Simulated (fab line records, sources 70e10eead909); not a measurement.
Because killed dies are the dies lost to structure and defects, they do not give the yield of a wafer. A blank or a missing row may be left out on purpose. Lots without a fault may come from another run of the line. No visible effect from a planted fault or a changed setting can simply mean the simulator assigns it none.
fab line records | flow nand_harc | part 1 of 2: steps 1 to 4 of 6
record: lots: 22 | wafers: 66 | last_day: 33
route steps=1302 shown A_STAIRCASE@738
lots that met no fault: from a run of the same line without faults
start_h: hours from the record's opening day to when the first of the lot's shown wafers began | wait_h: hours from the lot's prior step to this one | " unchanged from the row above | L1.1+2: a row that stands for several wafers | - no value present, or no start provided | * or withheld: withheld | < > ~ a bound
route shown NAME@n: a module of which the file shows steps, and the number in the route of the first | usual: mean/standard deviation taken from wafers without a fault | same: alike in all rows | chamber/n: place in a boat | sites: each site's reading | _std_site: standard deviation of those values | _edge_site: the outer-site mean with the inner-site mean subtracted | radius_mm: for every site, how far away it sits from the centre of the wafer | mask NAME#n: copy n | behind: tool/chamber where the wafer was last shaped | hold: what put the lot on hold/how long, in hours/how the hold closed | device: the transistor (n, p or np) that didn't switch | end of line: the tests these same wafers got at the end of their route | a step with no rows: only its recipe | killed: at the first sort, the dies lost to defects and structure; wafer yield is something else | map: shows each die of a wafer: x if killed, . if not, _ if none is there
set.NAME: the setting the step ran with; set.NAME@STEP: the setting that earlier step ran with | model.NAME: the simulator's own value behind a step, which no gauge read
the route's steps for a sample of lots (tables are steps, rows are wafers)
services: from which hour (start_h, from the record's first day; less than 0 if before it) a tool's chamber was out of use, for how many hours, and why
== steps ==
step: NHARC_A_STAIRCASE_TRIM_224
recipe: time_s: 211.2 | o2_flow_sccm: 500 | ar_flow_sccm: 0 | bias_w: 0 | chemistry: O2
usual: drypump_motor_current_A: 5.6/0.44 | oes_product_au: 1.004/0.011 | rf_vpp_V: 57.6/0.86 | showerhead_plenum_p_Torr: 3.44/0.11 | throttle_valve_pct: 17.036/0.0094
lot.wafer | tool        | chamber | start_h | wait_h | drypump_motor_current_A | oes_product_au | rf_hours_counter_h | rf_vpp_V | showerhead_plenum_p_Torr | throttle_valve_pct
L074.1    | rie_diel-08 | 3       | -       | -      | 5.9                     | 0.986          | 3                  | 59.6     | 3.47                     | 17.035
L074.4    | "           | 1       | "       | "      | 5.8                     | 1.009          | 3                  | 57.4     | 3.56                     | 17.050
L074.3    | "           | 2       | "       | "      | 6.0                     | 0.992          | 3                  | 58.2     | 3.46                     | 17.027
L075.2    | rie_diel-08 | 2       | -       | -      | 5.9                     | 0.995          | 5                  | 57.2     | 3.46                     | 17.042
L075.3    | "           | 0       | "       | "      | 5.3                     | 1.000          | 5                  | 57.9     | 3.33                     | 17.045
L075.6    | "           | 2       | "       | "      | 6.0                     | 0.996          | -                  | 57.3     | 3.46                     | 17.039
L076.2    | rie_diel-01 | 0       | -       | -      | 5.0                     | 1.017          | 2                  | 57.4     | 3.37                     | 17.044
L076.3    | "           | 2       | "       | "      | 5.2                     | 1.000          | 2                  | 56.4     | 3.31                     | 17.038
L076.5    | "           | 0       | "       | "      | 4.9                     | 1.021          | -                  | 58.2     | 3.37                     | 17.042
L077.2    | rie_diel-04 | 3       | -       | -      | 5.5                     | 1.006          | 22                 | 58.9     | 3.60                     | 17.027
L077.6    | "           | 2       | "       | "      | 6.1                     | 0.990          | -                  | 57.5     | 3.41                     | 17.029
L077.5    | "           | 3       | "       | "      | 5.5                     | 1.017          | -                  | 58.0     | 3.60                     | 17.019
L079.1    | rie_diel-04 | 2       | -       | -      | 6.1                     | 0.980          | 24                 | 56.4     | 3.41                     | 17.027
L079.5    | "           | 3       | "       | "      | 5.5                     | 0.994          | -                  | 57.9     | 3.60                     | 17.046
L079.6    | "           | 0       | "       | "      | 5.1                     | 1.004          | -                  | 58.8     | 3.73                     | 17.023
L080.2    | rie_diel-08 | 3       | -       | -      | 5.9                     | 0.989          | 14                 | 57.4     | 3.46                     | 17.049
L080.1    | "           | 2       | "       | "      | 5.9                     | 0.984          | 16                 | 57.9     | 3.46                     | 17.028
L080.6    | "           | 3       | "       | "      | 5.8                     | 1.000          | -                  | 57.1     | 3.46                     | 17.017
L082.1    | rie_diel-01 | 0       | -       | -      | 5.0                     | 1.020          | 13                 | 57.4     | 3.37                     | 17.034
L082.3    | "           | 3       | "       | "      | 5.9                     | 1.012          | 11                 | 56.9     | 3.41                     | 17.051
L082.6    | "           | 1       | "       | "      | 6.4                     | 1.018          | -                  | 57.8     | 3.40                     | 17.033
L081.3    | rie_diel-04 | 2       | -       | -      | 6.2                     | 0.978          | 35                 | 59.3     | 3.41                     | 17.033
L081.1    | "           | 1       | "       | "      | 5.5                     | 1.008          | 36                 | 57.4     | 3.45                     | 17.025
L081.6    | "           | 2       | "       | "      | 6.2                     | 0.980          | -                  | 57.7     | 3.41                     | 17.029
L083.1    | rie_diel-08 | 1       | -       | -      | 5.8                     | 1.011          | 32                 | 58.8     | 3.54                     | 17.035
L083.6    | "           | 1       | "       | "      | 5.8                     | 0.999          | -                  | 58.6     | 3.54                     | 17.035
L083.5    | "           | 2       | "       | "      | 5.9                     | 0.995          | -                  | 57.4     | 3.45                     | 17.036
L084.1    | rie_diel-08 | 3       | -       | -      | 5.8                     | 0.995          | 29                 | 57.8     | 3.45                     | 17.022
L084.3    | "           | 0       | "       | "      | 5.3                     | 0.996          | 32                 | 55.8     | 3.31                     | 17.030
L084.2    | "           | 1       | "       | "      | 5.8                     | 1.002          | 33                 | 57.5     | 3.54                     | 17.038
L087.4    | rie_diel-08 | 3       | -       | -      | 5.9                     | 0.996          | 41                 | 56.7     | 3.45                     | 17.041
L087.1    | "           | 0       | "       | "      | 5.3                     | 1.004          | 42                 | 56.2     | 3.31                     | 17.029
L087.2    | "           | 1       | "       | "      | 5.8                     | 1.004          | 42                 | 57.6     | 3.53                     | 17.022
L086.4    | rie_diel-01 | 0       | -       | -      | 4.9                     | 1.012          | 35                 | 58.0     | 3.36                     | 17.032
L086.2    | "           | 2       | "       | "      | 5.2                     | 1.006          | 37                 | 57.5     | 3.29                     | 17.032
L086.5    | "           | 1       | "       | "      | 6.4                     | 1.005          | -                  | 57.7     | 3.39                     | 17.046
L088.4    | rie_diel-04 | 2       | -       | -      | 6.1                     | 0.989          | 59                 | 56.4     | 3.39                     | 17.011
L088.3    | "           | 1       | "       | "      | 5.5                     | 1.013          | 60                 | 56.8     | 3.44                     | 17.020
L088.6    | "           | 2       | "       | "      | 6.1                     | 0.993          | -                  | 57.5     | 3.39                     | 17.044
L089.2    | rie_diel-08 | 2       | -       | -      | 5.9                     | 1.003          | 44                 | 57.7     | 3.44                     | 17.032
L089.3    | "           | 3       | "       | "      | 5.8                     | 1.001          | 44                 | 57.8     | 3.45                     | 17.025
L089.1    | "           | 1       | "       | "      | 5.8                     | 1.002          | 47                 | 58.2     | 3.53                     | 17.033
L090.1    | rie_diel-08 | 0       | -       | -      | 5.3                     | 0.998          | 50                 | 57.4     | 3.30                     | 17.028
L090.5    | "           | 0       | "       | "      | 5.3                     | 0.997          | -                  | 56.8     | 3.30                     | 17.025
L090.6    | "           | 1       | "       | "      | 5.8                     | 1.006          | -                  | 57.5     | 3.53                     | 17.035
L091.2    | rie_diel-01 | 0       | -       | -      | 4.9                     | 1.004          | 49                 | 58.2     | 3.35                     | 17.042
L091.5    | "           | 0       | "       | "      | 4.9                     | 1.007          | -                  | 56.6     | 3.35                     | 17.029
L091.6    | "           | 1       | "       | "      | 6.4                     | 1.011          | -                  | 56.6     | 3.38                     | 17.045
L092.2    | rie_diel-01 | 1       | -       | -      | 6.4                     | 1.019          | 54                 | 56.3     | 3.38                     | 17.025
L092.4    | "           | 2       | "       | "      | 5.2                     | 1.000          | 55                 | 56.4     | 3.28                     | 17.043
L092.3    | "           | 3       | "       | "      | 6.0                     | 0.995          | 53                 | 56.7     | 3.39                     | 17.032
L093.1    | rie_diel-04 | 0       | -       | -      | 5.2                     | 1.011          | 5                  | 57.7     | 3.70                     | 17.032
L093.2    | "           | 3       | "       | "      | 5.5                     | 1.005          | 5                  | 57.6     | 3.57                     | 17.040
L093.5    | "           | 0       | "       | "      | 5.2                     | 1.015          | -                  | 58.0     | 3.70                     | 17.028
L094.2    | rie_diel-08 | 2       | -       | -      | 5.9                     | 1.023          | 0                  | 58.8     | 3.43                     | 17.029
L094.3    | "           | 0       | "       | "      | 5.3                     | 1.007          | 0                  | 56.4     | 3.29                     | 17.043
L094.5    | "           | 1       | "       | "      | 5.8                     | 0.996          | -                  | 58.0     | 3.52                     | 17.035
L095.1    | rie_diel-04 | 1       | -       | -      | 5.5                     | 1.034          | 14                 | 57.3     | 3.42                     | 17.045
L095.3    | "           | 2       | "       | "      | 6.1                     | 0.998          | 14                 | 59.0     | 3.38                     | 17.028
L095.2    | "           | 3       | "       | "      | 5.5                     | 1.007          | 15                 | 57.8     | 3.56                     | 17.033
L097.2    | rie_diel-01 | 0       | -       | -      | 5.0                     | 1.011          | 13                 | 58.7     | 3.34                     | 17.040
L097.4    | "           | 1       | "       | "      | 6.4                     | 1.027          | -                  | 55.9     | 3.37                     | 17.040
L097.6    | "           | 0       | "       | "      | 5.0                     | 1.020          | -                  | 56.0     | 3.34                     | 17.044
L096.2    | rie_diel-04 | 2       | -       | -      | 6.1                     | 0.995          | 18                 | 57.8     | 3.38                     | 17.040
L096.4    | "           | 3       | "       | "      | 5.5                     | 1.003          | 19                 | 58.2     | 3.56                     | 17.050
L096.1    | "           | 0       | "       | "      | 5.1                     | 1.012          | 20                 | 58.7     | 3.69                     | 17.039
step: NHARC_A_STAIRCASE_ETCH_234
recipe: target_depth_a: 1000 | time_s: 40.5 | ion_energy_ev: 400 | c4f8_flow_sccm: 20 | o2_flow_sccm: 10 | ar_flow_sccm: withheld | rf_w: 600 | bias_w: 1000 | chemistry: C4F8/O2
usual: oes_product_au: 0.946/0.013 | rf_vpp_V: 894/4.8
lot.wafer | tool        | chamber | start_h | wait_h | oes_product_au | rf_hours_counter_h | rf_vpp_V
L074.1    | rie_diel-04 | 2       | -       | -      | 0.935          | 14                 | 893
L074.3    | "           | 3       | "       | "      | 0.942          | 14                 | 898
L074.4    | "           | 0       | "       | "      | 0.951          | 14                 | 905
L075.3    | rie_diel-08 | 2       | -       | -      | 0.939          | 6                  | 893
L075.2    | "           | 0       | "       | "      | 0.941          | 6                  | 889
L075.6    | "           | 2       | "       | "      | 0.948          | -                  | 894
L076.2    | rie_diel-01 | 3       | -       | -      | 0.935          | 3                  | 891
L076.3    | "           | 1       | "       | "      | 0.943          | 3                  | 891
L076.5    | "           | 3       | "       | "      | 0.954          | -                  | 892
L077.2    | rie_diel-08 | 0       | -       | -      | 0.941          | 9                  | 888
L077.6    | "           | 2       | "       | "      | 0.920          | -                  | 893
L077.5    | "           | 3       | "       | "      | 0.918          | -                  | 893
L079.1    | rie_diel-04 | 1       | -       | -      | 0.942          | 26                 | 893
L079.6    | "           | 3       | "       | "      | 0.958          | -                  | 898
L079.5    | "           | 0       | "       | "      | 0.961          | -                  | 903
L080.2    | rie_diel-08 | 2       | -       | -      | 0.933          | 17                 | 894
L080.1    | "           | 3       | "       | "      | 0.938          | 14                 | 893
L080.6    | "           | 0       | "       | "      | 0.940          | -                  | 887
L082.1    | rie_diel-01 | 2       | -       | -      | 0.943          | 13                 | 889
L082.3    | "           | 1       | "       | "      | 0.958          | 14                 | 890
L082.6    | "           | 2       | "       | "      | 0.938          | -                  | 887
L081.3    | rie_diel-04 | 1       | -       | -      | 0.947          | 36                 | 891
L081.1    | "           | 0       | "       | "      | 0.954          | 37                 | 903
L081.6    | "           | 1       | "       | "      | 0.940          | -                  | 894
L083.1    | rie_diel-04 | 0       | -       | -      | 0.969          | 50                 | 902
L083.6    | "           | 0       | "       | "      | 0.970          | -                  | 903
L083.5    | "           | 1       | "       | "      | 0.964          | -                  | 894
L084.1    | rie_diel-01 | 3       | -       | -      | 0.944          | 28                 | 892
L084.2    | "           | 0       | "       | "      | 0.950          | 30                 | 890
L084.3    | "           | 1       | "       | "      | 0.953          | 31                 | 891
L087.2    | rie_diel-04 | 0       | -       | -      | 0.950          | 57                 | 902
L087.4    | "           | 1       | "       | "      | 0.936          | 57                 | 891
L087.1    | "           | 2       | "       | "      | 0.934          | 56                 | 890
L086.2    | rie_diel-08 | 0       | -       | -      | 0.945          | 43                 | 887
L086.4    | "           | 1       | "       | "      | 0.946          | 43                 | 896
L086.5    | "           | 0       | "       | "      | 0.948          | -                  | 887
L088.4    | rie_diel-04 | 1       | -       | -      | 0.960          | 60                 | 892
L088.3    | "           | 3       | "       | "      | 0.961          | 59                 | 899
L088.6    | "           | 1       | "       | "      | 0.959          | -                  | 894
L089.2    | rie_diel-01 | 3       | -       | -      | 0.958          | 37                 | 892
L089.1    | "           | 0       | "       | "      | 0.962          | 38                 | 891
L089.3    | "           | 1       | "       | "      | 0.946          | 41                 | 891
L090.1    | rie_diel-08 | 1       | -       | -      | 0.934          | 50                 | 897
L090.6    | "           | 2       | "       | "      | 0.917          | -                  | 892
L090.5    | "           | 3       | "       | "      | 0.925          | -                  | 892
L091.2    | rie_diel-08 | 1       | -       | -      | 0.946          | 60                 | 897
L091.6    | "           | 0       | "       | "      | 0.949          | -                  | 889
L091.5    | "           | 1       | "       | "      | 0.955          | -                  | 896
L092.4    | rie_diel-01 | 3       | -       | -      | 0.926          | 54                 | 891
L092.3    | "           | 0       | "       | "      | 0.930          | 55                 | 889
L092.2    | "           | 1       | "       | "      | 0.953          | 56                 | 891
L093.2    | rie_diel-04 | 0       | -       | -      | 0.952          | 5                  | 902
L093.1    | "           | 1       | "       | "      | 0.952          | 5                  | 891
L093.5    | "           | 0       | "       | "      | 0.956          | -                  | 902
L094.2    | rie_diel-01 | 0       | -       | -      | 0.954          | 56                 | 889
L094.3    | "           | 3       | "       | "      | 0.956          | 56                 | 890
L094.5    | "           | 0       | "       | "      | 0.952          | -                  | 890
L095.2    | rie_diel-04 | 2       | -       | -      | 0.934          | 15                 | 892
L095.3    | "           | 0       | "       | "      | 0.945          | 17                 | 903
L095.1    | "           | 1       | "       | "      | 0.958          | 15                 | 892
L097.2    | rie_diel-01 | 0       | -       | -      | 0.938          | 14                 | 889
L097.4    | "           | 0       | "       | "      | 0.947          | -                  | 889
L097.6    | "           | 0       | "       | "      | 0.951          | -                  | 889
L096.1    | rie_diel-04 | 0       | -       | -      | 0.931          | 20                 | 903
L096.4    | "           | 2       | "       | "      | 0.932          | 19                 | 892
L096.2    | "           | 3       | "       | "      | 0.926          | 20                 | 897
step: NHARC_A_STAIRCASE_ETCH_236
recipe: target_depth_a: 1000 | time_s: 40.5 | ion_energy_ev: 400 | c4f8_flow_sccm: 20 | o2_flow_sccm: 10 | ar_flow_sccm: withheld | rf_w: 600 | bias_w: 1000 | chemistry: C4F8/O2
usual: oes_product_au: 0.945/0.011 | rf_vpp_V: 893/4.5
lot.wafer | tool        | chamber | start_h | wait_h | oes_product_au | rf_hours_counter_h | rf_vpp_V
L074.1    | rie_diel-04 | 0       | -       | -      | 0.951          | 14                 | 902
L074.4    | "           | 1       | "       | "      | 0.945          | 14                 | 894
L074.3    | "           | 2       | "       | "      | 0.940          | 14                 | 892
L075.3    | rie_diel-08 | 2       | -       | -      | 0.935          | 6                  | 893
L075.2    | "           | 1       | "       | "      | 0.945          | 7                  | 897
L075.6    | "           | 2       | "       | "      | 0.935          | -                  | 895
L076.2    | rie_diel-01 | 1       | -       | -      | 0.952          | 3                  | 893
L076.3    | "           | 2       | "       | "      | 0.939          | 3                  | 888
L076.5    | "           | 1       | "       | "      | 0.956          | -                  | 891
L077.2    | rie_diel-08 | 1       | -       | -      | 0.939          | 10                 | 897
L077.5    | "           | 3       | "       | "      | 0.948          | -                  | 895
L077.6    | "           | 0       | "       | "      | 0.957          | -                  | 889
L079.1    | rie_diel-04 | 2       | -       | -      | 0.918          | 25                 | 892
L079.6    | "           | 2       | "       | "      | 0.927          | -                  | 890
L079.5    | "           | 3       | "       | "      | 0.950          | -                  | 900
L080.1    | rie_diel-08 | 2       | -       | -      | 0.937          | 17                 | 892
L080.2    | "           | 3       | "       | "      | 0.939          | 14                 | 894
L080.6    | "           | 2       | "       | "      | 0.938          | -                  | 893
L082.1    | rie_diel-01 | 0       | -       | -      | 0.953          | 14                 | 890
L082.3    | "           | 1       | "       | "      | 0.954          | 14                 | 891
L082.6    | "           | 0       | "       | "      | 0.956          | -                  | 892
L081.1    | rie_diel-04 | 1       | -       | -      | 0.940          | 36                 | 894
L081.3    | "           | 3       | "       | "      | 0.945          | 36                 | 900
L081.6    | "           | 0       | "       | "      | 0.952          | -                  | 904
L083.1    | rie_diel-04 | 1       | -       | -      | 0.955          | 47                 | 893
L083.5    | "           | 1       | "       | "      | 0.956          | -                  | 894
L083.6    | "           | 2       | "       | "      | 0.921          | -                  | 891
L084.2    | rie_diel-01 | 3       | -       | -      | 0.961          | 28                 | 891
L084.3    | "           | 0       | "       | "      | 0.960          | 30                 | 890
L084.1    | "           | 1       | "       | "      | 0.956          | 31                 | 891
L087.4    | rie_diel-04 | 1       | -       | -      | 0.950          | 57                 | 893
L087.1    | "           | 2       | "       | "      | 0.927          | 56                 | 890
L087.2    | "           | 3       | "       | "      | 0.939          | 55                 | 898
L086.2    | rie_diel-08 | 0       | -       | -      | 0.947          | 43                 | 887
L086.4    | "           | 3       | "       | "      | 0.945          | 41                 | 893
L086.5    | "           | 0       | "       | "      | 0.947          | -                  | 885
L088.3    | rie_diel-04 | 3       | -       | -      | 0.939          | 59                 | 899
L088.4    | "           | 1       | "       | "      | 0.950          | 60                 | 893
L088.6    | "           | 2       | "       | "      | 0.937          | -                  | 891
L089.2    | rie_diel-01 | 2       | -       | -      | 0.943          | 42                 | 886
L089.1    | "           | 0       | "       | "      | 0.951          | 38                 | 890
L089.3    | "           | 1       | "       | "      | 0.949          | 41                 | 891
L090.1    | rie_diel-08 | 0       | -       | -      | 0.944          | 52                 | 887
L090.5    | "           | 1       | "       | "      | 0.931          | -                  | 894
L090.6    | "           | 2       | "       | "      | 0.940          | -                  | 893
L091.2    | rie_diel-08 | 2       | -       | -      | 0.938          | 57                 | 893
L091.6    | "           | 0       | "       | "      | 0.956          | -                  | 887
L091.5    | "           | 2       | "       | "      | 0.939          | -                  | 892
L092.4    | rie_diel-01 | 0       | -       | -      | 0.943          | 55                 | 890
L092.2    | "           | 1       | "       | "      | 0.966          | 56                 | 889
L092.3    | "           | 2       | "       | "      | 0.929          | 56                 | 887
L093.2    | rie_diel-04 | 1       | -       | -      | 0.968          | 5                  | 893
L093.1    | "           | 2       | "       | "      | 0.954          | 5                  | 891
L093.5    | "           | 3       | "       | "      | 0.954          | -                  | 898
L094.2    | rie_diel-01 | 0       | -       | -      | 0.951          | 57                 | 889
L094.3    | "           | 2       | "       | "      | 0.944          | 58                 | 887
L094.5    | "           | 0       | "       | "      | 0.955          | -                  | 889
L095.2    | rie_diel-04 | 2       | -       | -      | 0.930          | 15                 | 892
L095.1    | "           | 3       | "       | "      | 0.946          | 16                 | 897
L095.3    | "           | 0       | "       | "      | 0.940          | 17                 | 903
L097.2    | rie_diel-01 | 0       | -       | -      | 0.932          | -                  | 889
L097.4    | "           | 0       | "       | "      | 0.926          | -                  | 889
L097.6    | "           | 0       | "       | "      | 0.939          | -                  | 890
L096.2    | rie_diel-04 | 2       | -       | -      | 0.944          | 19                 | 891
L096.4    | "           | 3       | "       | "      | 0.936          | 20                 | 897
L096.1    | "           | 0       | "       | "      | 0.952          | 20                 | 903
step: NHARC_A_STAIRCASE_DESCUM_291
recipe: time_s: 3 | o2_flow_sccm: 200 | ar_flow_sccm: 0 | bias_power_w: 0 | chemistry: O2
usual: drypump_motor_current_A: 5.6/0.42 | oes_product_au: 1.004/0.011 | rf_vpp_V: 57.6/0.86 | showerhead_plenum_p_Torr: 1.88/0.077 | throttle_valve_pct: 11.311/0.0085
lot.wafer | tool        | chamber | start_h | wait_h | drypump_motor_current_A | oes_product_au | rf_hours_counter_h | rf_vpp_V | showerhead_plenum_p_Torr | throttle_valve_pct
L074.3    | rie_diel-04 | 0       | 405.53  | -      | 5.1                     | 1.012          | 25                 | 57.7     | 2.03                     | 11.317
L074.1    | "           | 1       | "       | "      | 5.5                     | 1.012          | 25                 | 57.6     | 1.87                     | 11.316
L074.4    | "           | 2       | "       | "      | 6.1                     | 0.983          | 24                 | 57.0     | 1.85                     | 11.318
L075.3    | rie_diel-01 | 1       | 407.02  | -      | 6.4                     | 1.003          | 6                  | 57.2     | 1.84                     | 11.292
L075.2    | "           | 3       | "       | "      | 5.9                     | 0.982          | 5                  | 56.2     | 1.85                     | 11.313
L075.6    | "           | 1       | "       | "      | 6.4                     | 0.997          | -                  | 56.5     | 1.84                     | 11.325
L076.3    | rie_diel-04 | 0       | 414.27  | -      | 5.1                     | 1.016          | 29                 | 59.3     | 2.03                     | 11.314
L076.2    | "           | 1       | "       | "      | 5.5                     | 1.012          | 28                 | 58.6     | 1.87                     | 11.301
L076.5    | "           | 3       | "       | "      | 5.4                     | 1.006          | -                  | 58.2     | 1.95                     | 11.321
L077.2    | rie_diel-04 | 0       | 416.20  | -      | 5.1                     | 1.017          | 30                 | 57.6     | 2.03                     | 11.309
L077.5    | "           | 1       | "       | "      | 5.5                     | 1.003          | -                  | 57.7     | 1.87                     | 11.314
L077.6    | "           | 2       | "       | "      | 6.1                     | 0.979          | -                  | 57.4     | 1.84                     | 11.313
L079.1    | rie_diel-01 | 0       | 423.39  | -      | 4.9                     | 1.008          | 10                 | 56.9     | 1.82                     | 11.318
L079.6    | "           | 2       | "       | "      | 5.2                     | 1.000          | -                  | 56.5     | 1.78                     | 11.294
L079.5    | "           | 3       | "       | "      | 6.0                     | 0.996          | -                  | 55.4     | 1.85                     | 11.316
L080.2    | rie_diel-08 | 0       | 443.79  | -      | 5.3                     | 0.998          | 26                 | 57.2     | 1.79                     | 11.312
L080.1    | "           | 2       | "       | "      | 5.9                     | 0.998          | 24                 | 59.1     | 1.87                     | 11.313
L080.6    | "           | 0       | "       | "      | 5.3                     | 1.004          | -                  | 57.6     | 1.79                     | 11.310
L082.1    | rie_diel-01 | 0       | 451.39  | -      | 4.9                     | 1.012          | 21                 | 57.2     | 1.82                     | 11.327
L082.3    | "           | 1       | "       | "      | 6.4                     | 1.009          | 20                 | 57.8     | 1.84                     | 11.305
L082.6    | "           | 0       | "       | "      | 4.9                     | 1.006          | -                  | 59.1     | 1.82                     | 11.303
L081.3    | rie_diel-01 | 3       | 454.31  | -      | 6.0                     | 0.989          | 21                 | 57.4     | 1.84                     | 11.306
L081.1    | "           | 1       | "       | "      | 6.4                     | 1.012          | 22                 | 57.6     | 1.84                     | 11.312
L081.6    | "           | 3       | "       | "      | 5.9                     | 0.989          | -                  | 56.9     | 1.84                     | 11.301
L083.1    | rie_diel-08 | 3       | 480.82  | -      | 5.8                     | 1.018          | 34                 | 57.8     | 1.87                     | 11.305
L083.6    | "           | 3       | "       | "      | 5.8                     | 0.995          | -                  | 56.3     | 1.87                     | 11.307
L083.5    | "           | 0       | "       | "      | 5.3                     | 1.013          | -                  | 56.0     | 1.79                     | 11.323
L084.2    | rie_diel-01 | 1       | 482.57  | -      | 6.4                     | 1.018          | 33                 | 57.6     | 1.83                     | 11.323
L084.3    | "           | 2       | "       | "      | 5.2                     | 1.003          | 32                 | 55.7     | 1.77                     | 11.306
L084.1    | "           | 3       | "       | "      | 6.0                     | 1.016          | 29                 | 56.8     | 1.84                     | 11.330
L087.1    | rie_diel-04 | 0       | 515.55  | -      | 5.1                     | 1.023          | 64                 | 59.3     | 2.02                     | 11.308
L087.2    | "           | 1       | "       | "      | 5.5                     | 1.013          | 64                 | 56.9     | 1.86                     | 11.312
L087.4    | "           | 2       | "       | "      | 6.1                     | 1.000          | 62                 | 58.2     | 1.83                     | 11.311
L086.2    | rie_diel-08 | 1       | 516.41  | -      | 5.8                     | 1.002          | 50                 | 58.3     | 1.91                     | 11.308
L086.4    | "           | 0       | "       | "      | 5.3                     | 1.003          | 50                 | 58.8     | 1.78                     | 11.316
L086.5    | "           | 2       | "       | "      | 5.9                     | 0.990          | -                  | 57.4     | 1.86                     | 11.313
L088.4    | rie_diel-04 | 0       | 529.63  | -      | 5.1                     | 1.015          | 70                 | 58.6     | 2.02                     | 11.310
L088.3    | "           | 1       | "       | "      | 5.5                     | 1.019          | 70                 | 56.8     | 1.86                     | 11.306
L088.6    | "           | 3       | "       | "      | 5.4                     | 1.011          | -                  | 58.6     | 1.94                     | 11.320
L089.1    | rie_diel-04 | 3       | 531.60  | -      | 5.5                     | 1.006          | 69                 | 57.8     | 1.94                     | 11.298
L089.3    | "           | 0       | "       | "      | 5.1                     | 1.020          | 71                 | 58.0     | 2.02                     | 11.316
L089.2    | "           | 1       | "       | "      | 5.5                     | 1.016          | 71                 | 59.3     | 1.86                     | 11.314
L090.1    | rie_diel-04 | 0       | 546.64  | -      | 5.1                     | 1.012          | 2                  | 58.4     | 2.02                     | 11.311
L090.5    | "           | 0       | "       | "      | 5.1                     | 1.014          | -                  | 58.6     | 2.02                     | 11.319
L090.6    | "           | 1       | "       | "      | 5.5                     | 1.028          | -                  | 56.2     | 1.85                     | 11.309
L091.2    | rie_diel-04 | 3       | 561.86  | -      | 5.4                     | 1.004          | 8                  | 56.9     | 1.94                     | 11.305
L091.6    | "           | 2       | "       | "      | 6.1                     | 1.004          | -                  | 57.4     | 1.83                     | 11.308
L091.5    | "           | 3       | "       | "      | 5.4                     | 0.998          | -                  | 59.5     | 1.94                     | 11.305
L092.3    | rie_diel-01 | 2       | 573.24  | -      | 5.2                     | 1.004          | 4                  | 59.5     | 2.07                     | 11.315
L092.2    | "           | 3       | "       | "      | 5.9                     | 1.001          | 4                  | 57.1     | 1.83                     | 11.294
L092.4    | "           | 1       | "       | "      | 6.4                     | 1.014          | 2                  | 55.8     | 1.82                     | 11.317
L093.1    | rie_diel-01 | 3       | 573.79  | -      | 5.9                     | 1.001          | 4                  | 57.3     | 1.83                     | 11.306
L093.2    | "           | 0       | "       | "      | 4.9                     | 1.007          | 2                  | 57.2     | 1.81                     | 11.312
L093.5    | "           | 0       | "       | "      | 4.9                     | 1.008          | -                  | 57.0     | 1.81                     | 11.303
L094.3    | rie_diel-04 | 1       | 576.09  | -      | 5.5                     | 1.037          | 12                 | 57.3     | 1.85                     | 11.305
L094.2    | "           | 3       | "       | "      | 5.5                     | 1.010          | 12                 | 58.5     | 1.93                     | 11.305
L094.5    | "           | 1       | "       | "      | 5.5                     | 1.015          | -                  | 58.3     | 1.85                     | 11.303
L095.3    | rie_diel-04 | 2       | 599.44  | -      | 6.1                     | 1.007          | 19                 | 57.2     | 1.83                     | 11.324
L095.2    | "           | 3       | "       | "      | 5.5                     | 1.014          | 20                 | 57.8     | 1.93                     | 11.322
L095.1    | "           | 0       | "       | "      | 5.1                     | 1.000          | 21                 | 58.7     | 2.01                     | 11.298
L097.2    | rie_diel-08 | 3       | 610.39  | -      | 5.8                     | 0.979          | 15                 | 57.6     | 1.86                     | 11.314
L097.4    | "           | 0       | "       | "      | 5.3                     | 0.996          | 25                 | 57.8     | 1.77                     | 11.315
L097.6    | "           | 1       | "       | "      | 5.9                     | 0.994          | -                  | 58.3     | 1.90                     | 11.309
L096.2    | rie_diel-04 | 2       | 611.18  | -      | 6.1                     | 0.995          | 24                 | 57.3     | 1.82                     | 11.314
L096.1    | "           | 0       | "       | "      | 5.1                     | 1.016          | 25                 | 56.4     | 2.01                     | 11.336
L096.4    | "           | 2       | "       | "      | 6.1                     | 0.998          | -                  | 57.3     | 1.82                     | 11.321
